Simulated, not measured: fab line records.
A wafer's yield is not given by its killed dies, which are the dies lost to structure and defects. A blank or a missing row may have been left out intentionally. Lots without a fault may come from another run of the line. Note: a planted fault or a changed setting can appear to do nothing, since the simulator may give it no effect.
Lot-split experiment :: flow n5_finfet :: 21 wafers read from 7 lots, route of 1938 steps

== SPLIT DETAILS ==
At N5_BEOL_M9_TRENCH_ETCH_37 (etches SiCOH lowk in C4F6/O2, target depth 151.43 nm, time 49 s), the setting bias_w was moved away from the recipe's 185 W on 9 of the 21 wafers read, by -13.8% to +7.8%. For the rest of the wafers, this setting stayed at what the recipe calls for.

The reading is taken at the split's own step.

== THE READING ==
rf_vpp_V, in V, at N5_BEOL_M9_TRENCH_ETCH_37 (etches SiCOH lowk in C4F6/O2, target depth 151.43 nm, time 49 s). Fault-free wafers of this fab line usually give 659 V, standard deviation 14 V.

wafer: L080.2
tool, chamber at the split: rie_diel-06, 1
bias_w as run, W: 185
against the recipe: recipe
rf_vpp_V, V: 660
against lot-mates on the recipe: -

wafer: L080.3
tool, chamber at the split: rie_diel-06, 0
bias_w as run, W: 170.6
against the recipe: -7.8%
rf_vpp_V, V: 608
against lot-mates on the recipe: -52

wafer: L080.4
tool, chamber at the split: rie_diel-06, 2
bias_w as run, W: 170.6
against the recipe: -7.8%
rf_vpp_V, V: 594
against lot-mates on the recipe: -66

wafer: L078.2
tool, chamber at the split: rie_diel-06, 1
bias_w as run, W: 199.5
against the recipe: +7.8%
rf_vpp_V, V: 698
against lot-mates on the recipe: +64

wafer: L078.4
tool, chamber at the split: rie_diel-06, 2
bias_w as run, W: 185
against the recipe: recipe
rf_vpp_V, V: 634
against lot-mates on the recipe: -

wafer: L078.5
tool, chamber at the split: rie_diel-06, 0
bias_w as run, W: 199.5
against the recipe: +7.8%
rf_vpp_V, V: 687
against lot-mates on the recipe: +53

wafer: L083.1
tool, chamber at the split: rie_diel-02, 2
bias_w as run, W: 185
against the recipe: recipe
rf_vpp_V, V: 651
against lot-mates on the recipe: -

wafer: L083.3
tool, chamber at the split: rie_diel-02, 0
bias_w as run, W: 185
against the recipe: recipe
rf_vpp_V, V: 652
against lot-mates on the recipe: -

wafer: L083.6
tool, chamber at the split: rie_diel-02, 3
bias_w as run, W: 171.2
against the recipe: -7.5%
rf_vpp_V, V: 640
against lot-mates on the recipe: -12

wafer: L086.1
tool, chamber at the split: rie_diel-06, 1
bias_w as run, W: 166.8
against the recipe: -9.8%
rf_vpp_V, V: 607
against lot-mates on the recipe: -41

wafer: L086.5
tool, chamber at the split: rie_diel-06, 3
bias_w as run, W: 166.8
against the recipe: -9.8%
rf_vpp_V, V: 624
against lot-mates on the recipe: -24

wafer: L086.6
tool, chamber at the split: rie_diel-06, 0
bias_w as run, W: 185
against the recipe: recipe
rf_vpp_V, V: 648
against lot-mates on the recipe: -

wafer: L089.1
tool, chamber at the split: rie_diel-06, 0
bias_w as run, W: 185
against the recipe: recipe
rf_vpp_V, V: 648
against lot-mates on the recipe: -

wafer: L089.3
tool, chamber at the split: rie_diel-06, 2
bias_w as run, W: 185
against the recipe: recipe
rf_vpp_V, V: 634
against lot-mates on the recipe: -

wafer: L089.6
tool, chamber at the split: rie_diel-06, 0
bias_w as run, W: 185
against the recipe: recipe
rf_vpp_V, V: 648
against lot-mates on the recipe: -

wafer: L094.2
tool, chamber at the split: rie_diel-06, 1
bias_w as run, W: 159.5
against the recipe: -13.8%
rf_vpp_V, V: 586
against lot-mates on the recipe: -48

wafer: L094.4
tool, chamber at the split: rie_diel-06, 2
bias_w as run, W: 185
against the recipe: recipe
rf_vpp_V, V: 634
against lot-mates on the recipe: -

wafer: L094.6
tool, chamber at the split: rie_diel-06, 2
bias_w as run, W: 159.5
against the recipe: -13.8%
rf_vpp_V, V: 563
against lot-mates on the recipe: -71

wafer: L092.2
tool, chamber at the split: rie_diel-06, 2
bias_w as run, W: 185
against the recipe: recipe
rf_vpp_V, V: 635
against lot-mates on the recipe: -

wafer: L092.3
tool, chamber at the split: rie_diel-06, 0
bias_w as run, W: 185
against the recipe: recipe
rf_vpp_V, V: 647
against lot-mates on the recipe: -

wafer: L092.6
tool, chamber at the split: rie_diel-06, 1
bias_w as run, W: 185
against the recipe: recipe
rf_vpp_V, V: 658
against lot-mates on the recipe: -

FIT RESULTS
A straight line over all 21 wafers: rf_vpp_V changes by +4.79 V for each +1% of bias_w; r = +0.92; the points scatter about the line by 13 V.
The same after taking each lot's own level away (the mean of its wafers on the recipe; 21 wafers): +5.05 V for each +1%; r = +0.91; scatter 14 V.
Per that fit: largest bias_w move, reading shift of 70 V.
The lots' own levels span 634.0 to 660.0 V, that is 1.9 times the standard deviation above.
The two slopes are in agreement: the lot-to-lot level therefore moves the slope only a little.
Check: with one of the wafers moved furthest among these (-13.8%) left out of the fit, the line predicts -70.8 V for it against its lot-mates. It came out at -48 V against them.
Tool readings at the split's step, against how far the setting was moved: rf_vpp_V r = +0.92.

== THE FILE'S OWN FIT ==
rf_vpp_V changes by +4.6 V for each +1% of bias_w, r = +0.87.
